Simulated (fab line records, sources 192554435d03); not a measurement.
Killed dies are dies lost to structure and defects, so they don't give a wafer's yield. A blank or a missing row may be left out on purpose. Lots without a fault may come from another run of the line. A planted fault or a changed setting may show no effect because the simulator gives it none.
Chamber matching | flow n5_finfet | N5_FIN_SAQP_ETCH_51 on rie_diel-02: 4 sister chambers
The step etches SiARC in CF4, target depth 45.5 nm, time 75.8 s. 20 wafers are shown with their chamber, then 10 later ones without.

WAFERS WITH THEIR CHAMBER
wafer  | chamber | drypump_motor_current_A (A) | showerhead_plenum_p_Torr (Torr) | throttle_valve_pct (%)
L074.4 | 3       | 4.7                         | 2.10                            | 15.58
L074.5 | 2       | 5.7                         | 2.26                            | 15.26
L074.6 | 1       | 5.6                         | 2.20                            | 15.25
L075.2 | 0       | 5.8                         | 2.20                            | 15.66
L075.3 | 1       | 5.6                         | 2.20                            | 15.27
L075.4 | 2       | 5.8                         | 2.26                            | 15.27
L076.1 | 1       | 5.6                         | 2.19                            | 15.26
L076.3 | 0       | 5.8                         | 2.20                            | 15.68
L076.4 | 2       | 5.7                         | 2.26                            | 15.28
L085.2 | 0       | 5.8                         | 2.20                            | 15.25
L085.5 | 0       | 5.8                         | 2.19                            | 15.23
L085.6 | 3       | 4.8                         | 2.09                            | 15.61
L086.1 | 3       | 4.7                         | 2.09                            | 15.62
L086.3 | 1       | 5.6                         | 2.19                            | 15.31
L086.4 | 1       | 5.6                         | 2.19                            | 15.31
L088.3 | 1       | 5.6                         | 2.18                            | 15.35
L088.5 | 3       | 4.7                         | 2.09                            | 15.64
L088.6 | 2       | 5.7                         | 2.25                            | 15.34
L089.4 | 0       | 5.8                         | 2.19                            | 15.22
L089.5 | 2       | 5.7                         | 2.25                            | 15.34

SIGNATURES (means of the wafers above)
reading                  | chamber 0 | chamber 1 | chamber 2 | chamber 3 | scatter within a chamber
drypump_motor_current_A  | 5.800     | 5.600     | 5.720     | 4.725     | 0.0311
showerhead_plenum_p_Torr | 2.1960    | 2.1917    | 2.2560    | 2.0925    | 0.00612
throttle_valve_pct       | 15.4080   | 15.2917   | 15.2980   | 15.6125   | 0.124
Rule: a wafer's distance from a chamber is the root of the sum, over the readings, of the square of ((its reading less the chamber's mean) divided by the reading's scatter). The wafer belongs to the nearest chamber; if the next one is less than 2 further off, it can't be placed. The scatter: the root of (the sum of the squares of (reading less its chamber's mean) over the shown wafers, divided by (wafers less chambers)).

WAFERS WITHOUT THEIR CHAMBER
wafer  | drypump_motor_current_A (A) | showerhead_plenum_p_Torr (Torr) | throttle_valve_pct (%)
L089.6 | 5.6                         | 2.18                            | 15.32
L090.3 | 5.8                         | 2.25                            | 15.34
L090.5 | 5.8                         | 2.19                            | 15.26
L090.6 | 4.7                         | 2.09                            | 15.64
L095.1 | 4.8                         | 2.08                            | 15.68
L095.5 | 5.6                         | 2.18                            | 15.36
L095.6 | 4.7                         | 2.08                            | 15.66
L096.1 | 5.8                         | 2.19                            | 15.29
L096.2 | 5.7                         | 2.24                            | 15.39
L096.6 | 5.8                         | 2.24                            | 15.39

WHICH CHAMBER EACH WENT THROUGH
wafer  | from the rows above | in truth
L089.6 | 1                   | 1
L090.3 | 2                   | 2
L090.5 | 0                   | 0
L090.6 | 3                   | 3
L095.1 | 3                   | 3
L095.5 | 1                   | 1
L095.6 | 3                   | 3
L096.1 | 0                   | 0
L096.2 | 2                   | 2
L096.6 | 2                   | 2
Placed correctly: 10 of 10. Can't be placed from these rows: 0. Placed wrongly: 0.
